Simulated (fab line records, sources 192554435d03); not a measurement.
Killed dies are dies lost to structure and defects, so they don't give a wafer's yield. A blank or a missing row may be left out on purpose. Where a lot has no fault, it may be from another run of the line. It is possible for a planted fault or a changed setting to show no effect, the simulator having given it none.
Which tool is to blame? -- flow n5-finfet -- 34 wafers from 12 lots sampled at 5 of the route's 1938 steps

WHAT EACH GAUGE READ, for each wafer
N5_WELL_APT_CD_MEAS_08: the cd target is 200 nm. Usual: cd-nm reads 201 nm (standard deviation 3.3).
lot,measured,on,cd-nm (nm),flag
L203,day 1 13:50,cd-sem-03,206 204,
L204,day 1 20:04,cd-sem-02,200 199 197,
L205,day 2 01:34,cd-sem-01,196 193,
L206,day 2 08:03,cd-sem-01,203 200 199,
L207,day 2 13:45,cd-sem-02,196 198 197,
L208,day 2 19:43,cd-sem-01,201 196 200,
L210,day 3 08:02,cd-sem-02,206 204 203,
L213,day 4 01:41,cd-sem-03,205 203 204,
L214,day 4 07:51,cd-sem-03,204 205 205,
L216,day 4 19:57,cd-sem-02,198 199 203,
L224,day 6 19:52,cd-sem-02,196 197 198,
L225,day 7 01:42,cd-sem-03,199 199 196,

N5_WELL_APT_CD_MEAS_25: the cd target is 200 nm. Usual: cd-nm reads 198.9 nm (standard deviation 2.5).
lot,measured,on,cd-nm (nm),flag
L203,day 1 14:57,cd-sem-03,197.4 201.2,
L204,day 1 21:35,cd-sem-01,197.1 196.6 193.7,
L205,day 2 02:51,cd-sem-02,199.3 196.4,
L206,day 2 09:18,cd-sem-01,199.8 196.8 197.7,
L207,day 2 14:59,cd-sem-02,195.7 197.5 197.1,
L208,day 2 20:59,cd-sem-01,200.6 201.0 197.8,
L210,day 3 09:28,cd-sem-02,204.7 202.4 204.8,
L213,day 4 03:11,cd-sem-02,197.6 200.8 200.9,
L214,day 4 09:07,cd-sem-01,196.1 199.7 197.7,
L216,day 4 21:07,cd-sem-02,197.1 201.5 201.5,
L224,day 6 21:11,cd-sem-02,200.8 197.5 199.7,
L225,day 7 02:50,cd-sem-03,197.4 198.3 200.3,

N5_PMOS_HMC_CHANNEL_EPI_OVL_MEAS_10. Usual: for PMOS_HMC_BLK_OVL the level is -0.5 nm and the standard deviation is 0.84.
lot,measured,on,PMOS_HMC_BLK_OVL (nm),flag
L203,day 1 17:32,overlay-02,0.9 0.3,
L204,day 2 00:01,overlay-02,-1.6 -1.1 -0.9,
L205,day 2 05:13,overlay-01,0.1 -0.5,
L206,day 2 11:37,overlay-02,0.3 2.2 -0.3,
L207,day 2 17:25,overlay-02,0.1 -1.2 0.0,
L208,day 2 23:13,overlay-01,-0.9 1.1 -0.1,
L210,day 3 11:52,overlay-01,-0.9 -1.4 -1.0,
L213,day 4 05:15,overlay-02,-0.2 0.3 0.0,
L214,day 4 11:23,overlay-01,-0.9 -0.5 0.2,
L216,day 4 23:31,overlay-01,0.3 0.3 -0.3,
L224,day 6 23:36,overlay-02,-0.6 0.0 0.2,
L225,day 7 05:02,overlay-01,-1.7 -1.3 -2.9,

N5_BEOL_M4_RC_MEAS_101. Usual: DIBL_N 36.1 mV/V, standard deviation 2; DIBL_P 36.3 mV/V, standard deviation 2.5; IOFF_N 0.16 nA/um, standard deviation 0.037; IOFF_P 0.21 nA/um, standard deviation 0.039; ION_N 678 uA/um, standard deviation 15; ION_P 465 uA/um, standard deviation 8.7; SS_N 71.4 mV/dec, standard deviation 0.7; SS_P 73.3 mV/dec, standard deviation 0.74; VT_N 249 mV, standard deviation 3.6; VT_P -250.0 mV, standard deviation 2.9.
lot,measured,on,DIBL_N (mV/V),DIBL_P (mV/V),IOFF_N (nA/um),IOFF_P (nA/um),ION_N (uA/um),ION_P (uA/um),SS_N (mV/dec),SS_P (mV/dec),VT_N (mV),VT_P (mV),flag
L203,day 7 18:09,prober-01,35.5 33.2,36.4 33.5,0.16 0.11,0.26 0.20,669 649,475 462,72.2 71.1,73.6 72.7,251 257,-243.3 -247.6,
L204,day 8 10:25,prober-02,38.3 35.3 35.2,39.1 35.5 36.0,0.24 0.16 0.16,0.29 0.22 0.23,711 670 671,482 465 465,71.9 71.7 71.8,73.6 71.8 72.8,241 249 245,-245.8 -248.4 -249.0,
L205,day 8 23:31,prober-01,35.7 37.6,35.4 37.8,0.14 0.18,0.17 0.22,675 674,457 460,70.6 72.1,73.0 74.7,254 249,-255.2 -249.7,
L206,day 8 13:13,prober-02,33.3 36.9 33.6,30.4 35.9 30.2,0.09 0.14 0.09,0.15 0.21 0.14,643 684 642,452 470 443,70.6 71.0 70.6,72.3 72.7 71.8,257 250 258,-252.8 -250.1 -255.9,
L207,day 9 03:50,prober-01,37.2 39.2 38.7,35.6 36.4 36.8,0.17 0.20 0.18,0.23 0.25 0.26,688 681 688,472 459 473,71.7 72.3 72.6,74.1 73.8 73.2,249 247 249,-251.1 -249.6 -251.2,
L208,day 9 06:07,prober-02,36.2 34.6 37.3,37.4 35.8 39.0,0.16 0.13 0.19,0.21 0.18 0.23,679 671 688,463 466 467,71.7 71.1 72.2,73.2 72.5 74.0,249 256 250,-253.5 -253.8 -251.7,
L210,day 9 07:47,prober-02,32.3 34.5 37.8,30.4 33.9 38.5,0.09 0.12 0.17,0.14 0.18 0.25,653 666 672,459 465 467,70.1 71.4 71.9,71.2 73.0 73.8,257 251 248,-253.7 -250.1 -247.8,
L213,day 10 22:55,prober-02,34.5 36.6 36.0,33.9 35.8 35.6,0.13 0.16 0.16,0.19 0.22 0.21,677 685 683,467 462 465,71.6 72.0 71.9,73.5 73.9 73.1,249 246 247,-249.3 -250.9 -249.6,
L214,day 11 15:52,prober-01,34.2 35.7 39.3,32.9 34.2 38.5,0.12 0.14 0.20,0.19 0.20 0.28,666 675 667,463 466 456,70.9 71.2 73.3,72.2 73.9 73.9,253 252 247,-250.1 -249.2 -248.1,
L216,day 12 11:16,prober-02,38.2 39.7 39.1,39.3 41.3 40.2,0.20 0.26 0.21,0.22 0.26 0.24,691 715 680,468 482 459,72.0 72.2 72.0,73.3 74.2 74.2,247 241 245,-249.6 -246.2 -248.8,
L224,day 13 18:04,prober-02,36.8 38.5 35.2,38.6 39.9 34.9,0.19 0.21 0.15,0.22 0.22 0.16,713 685 671,477 455 451,71.3 72.0 70.6,74.0 74.3 72.9,245 248 252,-247.3 -252.6 -256.1,
L225,day 14 13:26,prober-01,39.8 36.3 37.8,41.0 37.9 38.1,0.25 0.17 0.21,0.31 0.25 0.24,702 687 689,476 474 460,72.3 71.1 72.4,74.4 74.2 74.1,242 246 244,-245.9 -244.9 -248.1,

TOOL THAT RAN EACH LOT (tool first, then ch and the chambers of the sampled wafers, then the start)
lot,N5_PMOS_HMC_CHANNEL_EPI_COAT_31
L203,"litho-track-04 ch 0, day 1 17:17"
L204,"litho-track-05 ch 0, day 1 23:38"
L205,"litho-track-02 ch 0, day 2 04:50"
L206,"litho-track-04 ch 0, day 2 11:22"
L207,"litho-track-05 ch 0, day 2 17:02"
L208,"litho-track-04 ch 0, day 2 22:50"
L210,"litho-track-02 ch 0, day 3 11:36"
L213,"litho-track-04 ch 0, day 4 05:00"
L214,"litho-track-02 ch 0, day 4 11:01"
L216,"litho-track-04 ch 0, day 4 23:16"
L224,"litho-track-02 ch 0, day 6 23:13"
L225,"litho-track-02 ch 0, day 7 04:40"
- N5_PMOS_HMC_CHANNEL_EPI_COAT_31: time 60 s, resist thk 66 nm.

WHAT THE TOOLS THEMSELVES READ (means of the sampled wafers that have a number; where no wafer has one, the mark that the record gives instead)
N5_PMOS_HMC_CHANNEL_EPI_COAT_31. Usual: spin-speed-rpm reads 1500.2 rpm (standard deviation 0.81).
lot,tool,spin-speed-rpm (rpm),flag
L203,litho-track-04,1500.4,
L204,litho-track-05,1500.4,
L205,litho-track-02,1500.0,
L206,litho-track-04,1499.7,
L207,litho-track-05,1500.3,
L208,litho-track-04,1500.5,
L210,litho-track-02,1499.4,
L213,litho-track-04,1500.2,
L214,litho-track-02,1501.4,
L216,litho-track-04,1499.7,
L224,litho-track-02,1293.3,OFF
L225,litho-track-02,1293.2,OFF

THE ANSWER, worked out from the rows above alone
Rule: take the mean of a lot's wafers that have a number; if it is more than 3 standard deviations from the usual mean, the lot is off. A lot without any number at a reading at which 4 lots or more have one is off too. Where the step has rows for the other lots, those lots are counted as sound. Order of review: gauges by route order, followed by the tools' own readings, for which a lot's mean as printed above is used. The first step at which some lot is off is used, and at that step the reading that is off furthest; a lot without a number counts as furthest.
Off: L224, L225 (N5_PMOS_HMC_CHANNEL_EPI_COAT_31, spin-speed-rpm).
If a tool, at that step or one of the process steps before it, ran each lot that is off and ran no sound lot following the first of them, it fits. One fits: N5_PMOS_HMC_CHANNEL_EPI_COAT_31 on litho-track-02. A fault onset in the window from L214 (day 4 11:01, its last sound lot) to L224 (day 6 23:13, its first lot off) fits.
On the lots that are off, the tool's own readings at N5_PMOS_HMC_CHANNEL_EPI_COAT_31 differ by more than 5 times the standard deviation of the sound lots' means, which bears it out; spin-speed-rpm reads 1293.2 rpm there versus 1500.2 rpm on the sound lots.

WHAT WAS PUT IN BY THE SIMULATOR
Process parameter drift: litho-track-02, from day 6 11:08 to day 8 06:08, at N5_PMOS_HMC_CHANNEL_EPI_COAT_31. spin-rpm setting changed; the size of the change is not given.
Struck lots among those shown: L224, L225. Same finding as the rule above.
